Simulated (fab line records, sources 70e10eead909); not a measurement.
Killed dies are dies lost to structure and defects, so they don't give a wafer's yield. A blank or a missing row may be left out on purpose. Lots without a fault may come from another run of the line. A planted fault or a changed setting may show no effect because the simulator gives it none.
Chamber matching | flow nand_harc | NHARC_A_DECK1_JOINT_ETCHBACK_07 on rie_si-01: 4 sister chambers
The step etches the open film in HBr, target depth 105 nm, time 26.9 s. 20 wafers are shown with their chamber, then 10 later ones without.

WAFERS WITH THEIR CHAMBER
wafer  | chamber | throttle_valve_pct (%) | oes_product_au (a.u.) | bias_w (W)
L076.4 | 2       | 23.245                 | 0.994                 | 59.93
L076.5 | 1       | 23.271                 | 0.993                 | 60.12
L076.6 | 0       | 23.255                 | 0.994                 | 59.86
L079.2 | 2       | 23.243                 | 0.995                 | 60.12
L079.3 | 0       | 23.269                 | 0.996                 | 60.03
L079.5 | 0       | 23.266                 | 0.994                 | 59.95
L080.1 | 3       | 23.274                 | 0.996                 | 60.05
L080.3 | 2       | 23.270                 | 1.001                 | 59.84
L080.6 | 2       | 23.264                 | 0.994                 | 59.68
L082.1 | 2       | 23.267                 | 0.991                 | 59.79
L082.4 | 0       | 23.275                 | 1.001                 | 59.92
L082.5 | 2       | 23.281                 | 1.001                 | 60.01
L084.1 | 3       | 23.276                 | 0.995                 | 60.02
L084.3 | 1       | 23.261                 | 0.998                 | 60.05
L084.4 | 0       | 23.263                 | 0.991                 | 60.04
L086.2 | 1       | 23.253                 | 1.010                 | 59.73
L086.3 | 2       | 23.259                 | 0.992                 | 59.91
L086.6 | 2       | 23.256                 | 0.998                 | 59.79
L086.1 | 0       | 23.246                 | 0.996                 | 60.00
L086.4 | 3       | 23.268                 | 0.994                 | 59.97

SIGNATURES (means of the wafers above)
reading            | chamber 0 | chamber 1 | chamber 2 | chamber 3 | scatter within a chamber
throttle_valve_pct | 23.26233  | 23.26167  | 23.26063  | 23.27267  | 0.0108
oes_product_au     | 0.99533   | 1.00033   | 0.99575   | 0.99500   | 0.00443
bias_w             | 59.9667   | 59.9667   | 59.8837   | 60.0133   | 0.125
Rule: a wafer's distance from a chamber is the root of the sum, over the readings, of the square of ((its reading less the chamber's mean) divided by the reading's scatter). The wafer belongs to the nearest chamber; if the next one is less than 2 further off, it can't be placed. The scatter: the root of (the sum of the squares of (reading less its chamber's mean) over the shown wafers, divided by (wafers less chambers)).

WAFERS WITHOUT THEIR CHAMBER
wafer  | throttle_valve_pct (%) | oes_product_au (a.u.) | bias_w (W)
L086.5 | 23.264                 | 1.003                 | 59.72
L089.2 | 23.264                 | 0.993                 | 60.21
L089.5 | 23.261                 | 0.995                 | 59.85
L089.6 | 23.263                 | 0.995                 | 60.05
L090.1 | 23.259                 | 0.992                 | 59.98
L090.4 | 23.282                 | 0.991                 | 59.98
L090.5 | 23.270                 | 0.987                 | 60.25
L092.3 | 23.275                 | 1.000                 | 60.11
L092.5 | 23.272                 | 0.995                 | 59.78
L092.6 | 23.268                 | 0.999                 | 60.16

WHICH CHAMBER EACH WENT THROUGH
wafer  | from the rows above               | in truth
L086.5 | can't be placed: 1 or 2 or 0 or 3 | 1
L089.2 | can't be placed: 3 or 0 or 1 or 2 | 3
L089.5 | can't be placed: 2 or 0 or 1 or 3 | 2
L089.6 | can't be placed: 0 or 3 or 2 or 1 | 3
L090.1 | can't be placed: 0 or 2 or 3 or 1 | 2
L090.4 | can't be placed: 3 or 0 or 2 or 1 | 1
L090.5 | can't be placed: 3 or 0 or 2 or 1 | 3
L092.3 | can't be placed: 3 or 1 or 0 or 2 | 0
L092.5 | can't be placed: 2 or 0 or 3 or 1 | 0
L092.6 | can't be placed: 3 or 1 or 0 or 2 | 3
Placed correctly: 0 of 10. Can't be placed from these rows: 10 (the true chamber is among the candidates in 10). Placed wrongly: 0.
